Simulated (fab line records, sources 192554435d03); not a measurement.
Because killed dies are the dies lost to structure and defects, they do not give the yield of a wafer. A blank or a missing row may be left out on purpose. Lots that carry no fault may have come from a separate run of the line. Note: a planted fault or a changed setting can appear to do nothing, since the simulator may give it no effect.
Struck lot and sound lot, side by side | flow n5-finfet | 37 steps out of a route of 1938
Sound: wafers L537.3, L537.4, L537.6. Struck: wafers L535.1, L535.2 (left out: L535.5, a lot-mate that was not struck); the cause follows at the end.
For every step that has rows: the tool of each side, followed by ch and its chambers, followed by its first start. Under that, the readings that differ: sound wafers | struck wafers | difference of the means | sigmas: that difference in standard deviations of wafers without a fault.
alike: words and numbers the same on both sides, and readings whose means are apart by under 2 such deviations; not compared: readings that were withheld, readings missing a value for some wafer, numbers with overlapping values and no deviation given by the record, and bounds like >300 which may hide the same value.
A row with sigmas, a row that says differs or no value, or rows on one side alone: a step with any of these is where the two part. Numbers that have no deviation but don't overlap get no sigmas and don't part them. A reading that every wafer of one side lacks parts them only if that side has two wafers or more.

first, 9 steps without rows for these wafers: N5_PMOS_HMC_CHANNEL_EPI_EXPOSE_06 (exposes mask PMOS HMC BLK, target cd 240 nm); N5_PMOS_HMC_CHANNEL_EPI_PEB_07 (peb time 60 s); N5_PMOS_HMC_CHANNEL_EPI_DEVELOP_08 (develop time 30 s); N5_PMOS_HMC_CHANNEL_EPI_DESCUM_14 (chemistry O2, time 7.9 s); N5_PMOS_HMC_CHANNEL_EPI_ETCH_32 (etches BARC in N2/H2, stops on SiO2, target depth 85.8 nm, time 50.3 s); N5_PMOS_HMC_CHANNEL_EPI_HM_OPEN_15 (chemistry CHF3/O2, target SiO2, target depth 40.6 nm, time 20.3 s); N5_PMOS_HMC_CHANNEL_EPI_STRIP_33 (strips in N2/H2); N5_PMOS_HMC_CHANNEL_EPI_STRIP_17 (strips in SPM, time 750 s); N5_PMOS_HMC_CHANNEL_EPI_ETCH_38 (etches SiO2 in CF4, target depth 1.5 nm).
N5_PMOS_HMC_CHANNEL_EPI_FIN_RECESS_16: chemistry HBr/Cl2, target Si, target depth 54 nm, time 18 s.
  sound on rie-si-05 ch 0,1, day 6 18:22; struck on rie-si-02 ch 2,3, day 6 07:27
  reading                                                  | sound             | struck      | difference | sigmas
  drypump-motor-current-A (A)                              | 5.9 4.9 4.9       | 6.3 6.0     | +0.9       | +2
  oes-product-au (a.u.)                                    | 1.010 0.988 1.002 | 1.225 1.201 | +0.213     | +18
  throttle-valve-pct (%)                                   | 35.57 35.50 35.50 | 34.57 35.20 | -0.64      | -2
  model.PMOS_HMC_CHANNEL_EPI.feature-depth-nm (nm)         | 54.81 54.93 55.11 | 73.19 72.37 | +17.83     |
  model.etch.depth-nm (nm)                                 | 54.81 54.93 55.11 | 73.19 72.37 | +17.83     |
  model.SiO2_of_PMOS_HMC_CHANNEL_EPI_HM_DEP_34.thk-nm (nm) | 30.07 30.08 30.68 | 28.59 29.28 | -1.34      |
  alike: HBr_flow_sccm, chamber-pressure-mTorr
  not compared: rf-hours-counter-h
then, 1 step without rows for these wafers: N5_PMOS_HMC_CHANNEL_EPI_PRECLEAN_36 (cleans in O3/DIW, time 45 s).
N5_PMOS_HMC_CHANNEL_EPI_PRECLEAN_18: cleans in DHF, time 30 s.
  sound on wet-bench-04 ch 3,4,6, day 6 18:29; struck on wet-bench-05 ch 1,5, day 6 07:34
  reading                                                  | sound             | struck      | difference | sigmas
  model.SiO2_of_PMOS_HMC_CHANNEL_EPI_HM_DEP_34.thk-nm (nm) | 24.58 24.58 25.19 | 23.06 23.77 | -1.37      |
then, 5 steps without rows for these wafers: N5_PMOS_HMC_CHANNEL_EPI_SRD_19 (time 30 s); N5_PMOS_HMC_CHANNEL_EPI_EPI_20 (deposits SiGe30, target thk 59 nm); N5_PMOS_HMC_CHANNEL_EPI_HM_STRIP_35 (strips SiO2 in dHF, material SiO2, target depth 39.6 nm, time 216 s); N5_PMOS_HMC_CHANNEL_EPI_SRD_39 (time 30 s); N5_PMOS_HMC_CHANNEL_EPI_CMP_21 (polishes SiGe30, target thk 54 nm).
N5_PMOS_HMC_CHANNEL_EPI_THK_MEAS_22:
  struck on film-metro-02, day 6 09:15; sound on film-metro-01, day 6 20:11
  reading          | sound          | struck    | difference | sigmas
  HMC_CMP_THK (nm) | 54.7 54.9 55.1 | 59.5 59.5 | +4.6       | +4
then, 17 steps without rows for these wafers: N5_PMOS_HMC_CHANNEL_EPI_PRECLEAN_40 (cleans in DHF, time 30 s); N5_PMOS_HMC_CHANNEL_EPI_PRECLEAN_37 (cleans in O3/DIW, time 45 s); N5_PMOS_HMC_CHANNEL_EPI_PRECLEAN_24 (cleans in DHF, time 30 s); N5_PMOS_HMC_CHANNEL_EPI_SRD_25 (time 30 s); N5_PMOS_HMC_CHANNEL_EPI_EPI_26 (deposits Si from SiH4/H2, target thk 3.8 nm, time 22.7 s); N5_FIN_SAQP_PRECLEAN_42 (cleans in O3/DIW, time 60 s); N5_FIN_SAQP_PRECLEAN_00 (cleans in SC1, time 60 s); N5_FIN_SAQP_PRECLEAN_44 (cleans in SC2, time 45 s); N5_FIN_SAQP_SRD_01 (time 30 s); N5_FIN_SAQP_ALD_61 (deposits SiO2, target thk 4 nm, pulse time 1 s, purge time 2 s); N5_FIN_SAQP_DENSIFY_62 (time 60 s); N5_FIN_SAQP_HM_DEP_03 (deposits SiNx from SiH4/NH3/N2, target thk 38 nm, time 33.6 s); N5_FIN_SAQP_PECVD_47 (deposits a-Si from SiH4/He, target thk 45 nm, time 36.3 s); N5_FIN_SAQP_PECVD_48 (deposits SiNx from SiH4/NH3/N2, target thk 25 nm, time 22.1 s); N5_FIN_SAQP_PECVD_06 (deposits a-Si from SiH4/He, target thk 60 nm, time 48.1 s); N5_FIN_SAQP_HM_DEP_72 (deposits SiO2 from SiH4/N2O, target thk 12 nm, time 7.2 s); N5_FIN_SAQP_COAT_49 (time 60 s, resist thk 100 nm).
-- record jumps: 7 days separate the struck wafers' starts on either side; left off in module FIN_SAQP, taken up again in module BEOL_M4, whose first shown step is the route's number 1111 --
N5_BEOL_M4_RC_MEAS_101:
  sound on prober-02 ch 0, day 14 02:08; struck on prober-01 ch 0, day 12 22:38
  no value came back on the struck wafers for any of 17 readings (CJ_P, DIBL_P (mV/V) and others); on the sound wafers CJ_P reads 5.82 5.82 5.69
  reading           | sound          | struck    | difference | sigmas
  RS_NWELL (ohm/sq) | 1035 1042 1035 | 1070 1062 | +29        | +5
  SS_N (mV/dec)     | 74.0 71.8 72.2 | 70.9 71.8 | -1.3       | -2
  alike: DIBL_N, IOFF_N, ION_N, VT_N
-- here the record skips 5 days between the struck wafers' starts before and after, leaving off in module BEOL_M4 and picking up in module PASSIVATION (first step shown: number 1936 of the route) --
N5_PASSIVATION_PROBE_49:
  rows exist in the record for the struck wafers here (prober-02, day 17 14:58), but not for the sound ones

== WHERE THEY PART ==
Last at N5_PASSIVATION_PROBE_49 as far as this record goes, first at N5_PMOS_HMC_CHANNEL_EPI_FIN_RECESS_16.

WHY: what had been put in by the simulator
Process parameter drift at N5_PMOS_HMC_CHANNEL_EPI_FIN_RECESS_16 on rie-si-02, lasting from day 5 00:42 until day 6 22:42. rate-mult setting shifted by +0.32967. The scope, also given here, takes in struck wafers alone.
